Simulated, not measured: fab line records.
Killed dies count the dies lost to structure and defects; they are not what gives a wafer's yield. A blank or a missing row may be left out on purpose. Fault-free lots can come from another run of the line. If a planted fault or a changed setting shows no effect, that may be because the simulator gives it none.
Matching of chambers || flow n5 finfet || N5_BEOL_M12_TRENCH_ETCH_34 on rie diel-04 has 4 sister chambers
The step etches SiOC in C4F8/O2/Ar, target depth 318.95 nm, time 125.5 s. 14 wafers are shown with their chamber, then 7 later ones without.

WAFERS WITH THEIR CHAMBER
{"wafer": "L074.3", "chamber": 0, "throttle valve pct (%)": 24.16, "drypump motor current A (A)": 5.6, "showerhead plenum p Torr (Torr)": 3.59}
{"wafer": "L074.5", "chamber": 3, "throttle valve pct (%)": 23.86, "drypump motor current A (A)": 6.1, "showerhead plenum p Torr (Torr)": 3.36}
{"wafer": "L074.6", "chamber": 2, "throttle valve pct (%)": 24.43, "drypump motor current A (A)": 5.3, "showerhead plenum p Torr (Torr)": 3.36}
{"wafer": "L076.1", "chamber": 0, "throttle valve pct (%)": 24.18, "drypump motor current A (A)": 5.6, "showerhead plenum p Torr (Torr)": 3.58}
{"wafer": "L076.4", "chamber": 2, "throttle valve pct (%)": 24.44, "drypump motor current A (A)": 5.3, "showerhead plenum p Torr (Torr)": 3.36}
{"wafer": "L076.6", "chamber": 0, "throttle valve pct (%)": 24.16, "drypump motor current A (A)": 5.6, "showerhead plenum p Torr (Torr)": 3.58}
{"wafer": "L081.2", "chamber": 3, "throttle valve pct (%)": 23.88, "drypump motor current A (A)": 6.1, "showerhead plenum p Torr (Torr)": 3.35}
{"wafer": "L081.4", "chamber": 0, "throttle valve pct (%)": 24.18, "drypump motor current A (A)": 5.6, "showerhead plenum p Torr (Torr)": 3.58}
{"wafer": "L081.6", "chamber": 0, "throttle valve pct (%)": 24.17, "drypump motor current A (A)": 5.6, "showerhead plenum p Torr (Torr)": 3.58}
{"wafer": "L084.1", "chamber": 0, "throttle valve pct (%)": 24.20, "drypump motor current A (A)": 5.6, "showerhead plenum p Torr (Torr)": 3.57}
{"wafer": "L084.2", "chamber": 3, "throttle valve pct (%)": 23.90, "drypump motor current A (A)": 6.0, "showerhead plenum p Torr (Torr)": 3.34}
{"wafer": "L084.5", "chamber": 3, "throttle valve pct (%)": 23.88, "drypump motor current A (A)": 6.0, "showerhead plenum p Torr (Torr)": 3.34}
{"wafer": "L094.1", "chamber": 1, "throttle valve pct (%)": 23.78, "drypump motor current A (A)": 5.5, "showerhead plenum p Torr (Torr)": 3.50}
{"wafer": "L094.2", "chamber": 0, "throttle valve pct (%)": 24.23, "drypump motor current A (A)": 5.6, "showerhead plenum p Torr (Torr)": 3.55}

SIGNATURES (averages over the wafers above)
{"reading": "throttle valve pct", "chamber 0": 24.1829, "chamber 1": 23.7800, "chamber 2": 24.4350, "chamber 3": 23.8800, "scatter within a chamber": 0.0214}
{"reading": "drypump motor current A", "chamber 0": 5.600, "chamber 1": 5.500, "chamber 2": 5.300, "chamber 3": 6.050, "scatter within a chamber": 0.0316}
{"reading": "showerhead plenum p Torr", "chamber 0": 3.5757, "chamber 1": 3.5000, "chamber 2": 3.3600, "chamber 3": 3.3475, "scatter within a chamber": 0.0112}
Rule: a wafer's distance from a chamber is the root of the sum, over the readings, of the square of ((its reading less the chamber's mean) divided by the reading's scatter). If the next closest chamber is less than 2 further off than the closest, the wafer can't be placed; otherwise it belongs to the closest. The scatter: take each reading less its chamber's mean, square it, sum over the shown wafers, divide by the number of wafers less the number of chambers, and take the root.

WAFERS WITHOUT THEIR CHAMBER
{"wafer": "L094.3", "throttle valve pct (%)": 24.15, "drypump motor current A (A)": 5.3, "showerhead plenum p Torr (Torr)": 3.33}
{"wafer": "L095.3", "throttle valve pct (%)": 23.93, "drypump motor current A (A)": 6.0, "showerhead plenum p Torr (Torr)": 3.33}
{"wafer": "L095.5", "throttle valve pct (%)": 24.24, "drypump motor current A (A)": 5.6, "showerhead plenum p Torr (Torr)": 3.55}
{"wafer": "L095.6", "throttle valve pct (%)": 23.93, "drypump motor current A (A)": 6.1, "showerhead plenum p Torr (Torr)": 3.33}
{"wafer": "L097.2", "throttle valve pct (%)": 24.24, "drypump motor current A (A)": 5.6, "showerhead plenum p Torr (Torr)": 3.55}
{"wafer": "L097.4", "throttle valve pct (%)": 24.16, "drypump motor current A (A)": 5.3, "showerhead plenum p Torr (Torr)": 3.33}
{"wafer": "L097.5", "throttle valve pct (%)": 23.78, "drypump motor current A (A)": 5.4, "showerhead plenum p Torr (Torr)": 3.49}

EACH ONE'S CHAMBER
{"wafer": "L094.3", "from the rows above": 2, "in truth": 2}
{"wafer": "L095.3", "from the rows above": 3, "in truth": 3}
{"wafer": "L095.5", "from the rows above": 0, "in truth": 0}
{"wafer": "L095.6", "from the rows above": 3, "in truth": 3}
{"wafer": "L097.2", "from the rows above": 0, "in truth": 0}
{"wafer": "L097.4", "from the rows above": 2, "in truth": 2}
{"wafer": "L097.5", "from the rows above": 1, "in truth": 1}
Placed correctly: 7 of 7. Can't be placed from these rows: 0. Number placed wrongly: 0.
